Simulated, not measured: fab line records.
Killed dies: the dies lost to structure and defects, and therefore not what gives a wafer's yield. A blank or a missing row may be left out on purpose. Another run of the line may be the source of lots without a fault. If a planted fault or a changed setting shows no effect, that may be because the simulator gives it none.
Which tool did it?    flow nand-harc    15 lots with 45 wafers sampled at 4 steps, on a route of 1302 steps

== WHAT THE GAUGES SHOWED, per wafer ==
NHARC_P_M0_THK_MEAS_24: measures by xrf.
lot   measured      on             thk-nm (nm)
L878  day 6 12:11   film-metro-02  115.9 114.4 115.6
L877  day 6 12:59   film-metro-02  119.7 118.2 118.6
L879  day 7 01:56   film-metro-01  117.2 116.2 120.1
L880  day 7 20:20   film-metro-02  117.3 119.0 116.6
L881  day 7 22:57   film-metro-01  118.7 117.9 117.7
L882  day 8 08:08   film-metro-01  120.2 115.0 115.4
L883  day 8 17:29   film-metro-01  118.0 115.5 119.1
L884  day 8 21:52   film-metro-01  115.6 119.2 118.0
L887  day 10 07:27  film-metro-02  117.2 120.2 116.6
L888  day 10 14:13  film-metro-02  116.1 115.1 115.1
L889  day 11 13:35  film-metro-02  120.5 118.3 118.0
L895  day 14 01:02  film-metro-01  118.0 118.2 118.3
L896  day 14 07:40  film-metro-01  409.0 404.9 398.2
L897  day 14 11:34  film-metro-01  398.6 397.6 400.1
L898  day 14 23:02  film-metro-02  398.7 395.6 398.6

== EACH LOT AND THE TOOL THAT RAN IT (in order: tool; ch and the chambers of the sampled wafers; start) ==
lot   NHARC_P_CONTACT_ALD_22               NHARC_P_M0_DESCUM_14                NHARC_P_M0_CMP_23
L878  ald-metal-03 ch 0,2, day 6 07:32     rie-diel-09 ch 1,2, day 6 09:52     cmp-02 ch 1,2, day 6 11:52
L877  ald-metal-04 ch 0,1,3, day 6 08:24   rie-diel-09 ch 1,2,3, day 6 10:38   cmp-02 ch 1,3, day 6 12:42
L879  ald-metal-01 ch 1,2,3, day 6 21:17   rie-diel-02 ch 0,1,2, day 6 23:36   cmp-02 ch 1,2,3, day 7 01:38
L880  ald-metal-01 ch 1,2,3, day 7 15:47   rie-diel-02 ch 0,1,3, day 7 17:57   cmp-02 ch 2,3, day 7 20:03
L881  ald-metal-04 ch 0,1,2, day 7 18:28   rie-diel-02 ch 2,3, day 7 20:39     cmp-01 ch 1,3, day 7 22:40
L882  ald-metal-04 ch 0,1,2, day 8 03:23   rie-diel-02 ch 0,1,2, day 8 05:49   cmp-04 ch 0,1,3, day 8 07:49
L883  ald-metal-01 ch 0,2, day 8 12:58     rie-diel-02 ch 1,3, day 8 15:11     cmp-04 ch 1,2,3, day 8 17:10
L884  ald-metal-01 ch 0,1,3, day 8 17:12   rie-diel-05 ch 1,2,3, day 8 19:34   cmp-04 ch 0,1,2, day 8 21:33
L887  ald-metal-04 ch 0,1, day 10 02:47    rie-diel-05 ch 0,1, day 10 05:08    cmp-02 ch 1,2,3, day 10 07:13
L888  ald-metal-03 ch 1,2,3, day 10 09:43  rie-diel-05 ch 0,1,2, day 10 11:55  cmp-04 ch 2,3, day 10 13:53
L889  ald-metal-03 ch 0,2, day 11 08:43    rie-diel-09 ch 0,2,3, day 11 11:05  cmp-04 ch 0,1, day 11 13:18
L895  ald-metal-03 ch 1,2,3, day 13 20:20  rie-diel-09 ch 1,2,3, day 13 22:41  cmp-01 ch 0,2,3, day 14 00:45
L896  ald-metal-01 ch 1,3, day 14 02:55    rie-diel-02 ch 0,1,2, day 14 05:15  cmp-04 ch 1,2,3, day 14 07:22
L897  ald-metal-04 ch 0,1,2, day 14 06:40  rie-diel-02 ch 0,1,2, day 14 08:54  cmp-02 ch 0,1,3, day 14 11:15
L898  ald-metal-01 ch 0,1,2, day 14 18:32  rie-diel-05 ch 0,1,2, day 14 20:44  cmp-04 ch 0,3, day 14 22:45
- NHARC_P_CONTACT_ALD_22: deposits TiN, target thk 3 nm, pulse time 1 s, ald cycles 150.
- NHARC_P_M0_DESCUM_14: chemistry O2, time 3 s.
- NHARC_P_M0_CMP_23: polishes, t overpolish 20 s, target thk 117.54 nm.

== WHAT THE TOOLS THEMSELVES READ (means of the sampled wafers that have a number; where no wafer has one, the mark that the record gives instead) ==
NHARC_P_CONTACT_ALD_22.
lot   tool          heater-power-w (W)  precursor-pulse-height-rel
L878  ald-metal-03  960                 0.990
L877  ald-metal-04  1023                1.002
L879  ald-metal-01  1105                0.995
L880  ald-metal-01  1119                0.989
L881  ald-metal-04  1048                1.006
L882  ald-metal-04  1038                1.008
L883  ald-metal-01  1090                1.005
L884  ald-metal-01  1089                0.982
L887  ald-metal-04  1041                0.999
L888  ald-metal-03  1092                0.979
L889  ald-metal-03  983                 1.022
L895  ald-metal-03  1106                0.997
L896  ald-metal-01  1119                1.013
L897  ald-metal-04  1000                1.005
L898  ald-metal-01  1094                1.007

NHARC_P_M0_DESCUM_14.
lot   tool         drypump-motor-current-A (A)  oes-product-au (a.u.)  rf-vpp-V (V)  showerhead-plenum-p-Torr (Torr)  throttle-valve-pct (%)
L878  rie-diel-09  6.1                          0.997                  58.4          1.87                             11.306
L877  rie-diel-09  6.0                          0.984                  57.1          1.93                             11.313
L879  rie-diel-02  5.4                          1.007                  57.9          1.87                             11.297
L880  rie-diel-02  5.5                          1.004                  56.9          1.83                             11.311
L881  rie-diel-02  5.9                          0.998                  58.3          1.84                             11.309
L882  rie-diel-02  5.4                          0.998                  57.2          1.87                             11.316
L883  rie-diel-02  5.6                          1.007                  56.3          1.80                             11.308
L884  rie-diel-05  5.7                          1.012                  57.6          1.87                             11.312
L887  rie-diel-05  5.3                          0.998                  58.3          1.89                             11.312
L888  rie-diel-05  5.8                          1.009                  57.2          1.90                             11.311
L889  rie-diel-09  6.0                          0.981                  58.3          1.95                             11.301
L895  rie-diel-09  6.0                          0.990                  58.3          2.01                             11.311
L896  rie-diel-02  5.4                          0.992                  58.6          1.86                             11.316
L897  rie-diel-02  5.4                          0.987                  57.9          1.86                             11.300
L898  rie-diel-05  5.8                          0.993                  57.1          1.89                             11.304

NHARC_P_M0_CMP_23.
lot   tool    edge-zone-pressure-frac  motor-current-A (A)  slurry-filter-dp-kPa (kPa)  time-to-endpoint-s (s)
L878  cmp-02  0.996                    11.8                 13.56                       31
L877  cmp-02  0.995                    11.9                 13.38                       30
L879  cmp-02  1.001                    11.7                 13.43                       27
L880  cmp-02  0.999                    11.1                 13.46                       27
L881  cmp-01  0.997                    11.3                 13.40                       31
L882  cmp-04  0.997                    11.7                 13.65                       27
L883  cmp-04  0.995                    11.5                 13.45                       28
L884  cmp-04  1.001                    10.9                 13.49                       30
L887  cmp-02  1.000                    11.9                 13.45                       29
L888  cmp-04  1.002                    11.6                 13.45                       25
L889  cmp-04  0.998                    10.5                 13.42                       31
L895  cmp-01  0.997                    12.1                 13.46                       26
L896  cmp-04  -                        -                    -                           -
L897  cmp-02  -                        -                    -                           -
L898  cmp-04  -                        -                    -                           -

== THE ANSWER, worked out from the rows above alone ==
Rule: usual is defined by the lots themselves. Put in order of their means at a reading, lots are off if they are a third of the lots or fewer, leave a main group of 4 or more, and stand apart from it by a gap of 3 or more times the standard deviation of the main group's means; of several such gaps the widest counts. Not used: any main group whose means are identical at the precision the tables above print for the reading. Also off: a lot with no number at a reading for which 4 or more lots have one. The other lots that the step has rows for count as sound. First the gauges in route order, then the tools' own readings, where a lot's mean is used as printed above. The first step at which some lot is off is used, and at that step the reading that is off furthest; a lot without a number counts as furthest.
Off at NHARC_P_M0_THK_MEAS_24 (thk-nm): L896, L897, L898. For the main group the mean is 117.5 nm and the standard deviation 1.1.
A tool fits if, at a process step before that reading, it ran every lot that is off, and no sound lot after the first of them. The gauges at NHARC_P_M0_THK_MEAS_24 aren't tried: what is off there is off at NHARC_P_M0_CMP_23 too, on other tools, and a gauge's error can't cause that. No candidate that was tried fits.

== WHAT THE SIMULATOR PUT IN ==
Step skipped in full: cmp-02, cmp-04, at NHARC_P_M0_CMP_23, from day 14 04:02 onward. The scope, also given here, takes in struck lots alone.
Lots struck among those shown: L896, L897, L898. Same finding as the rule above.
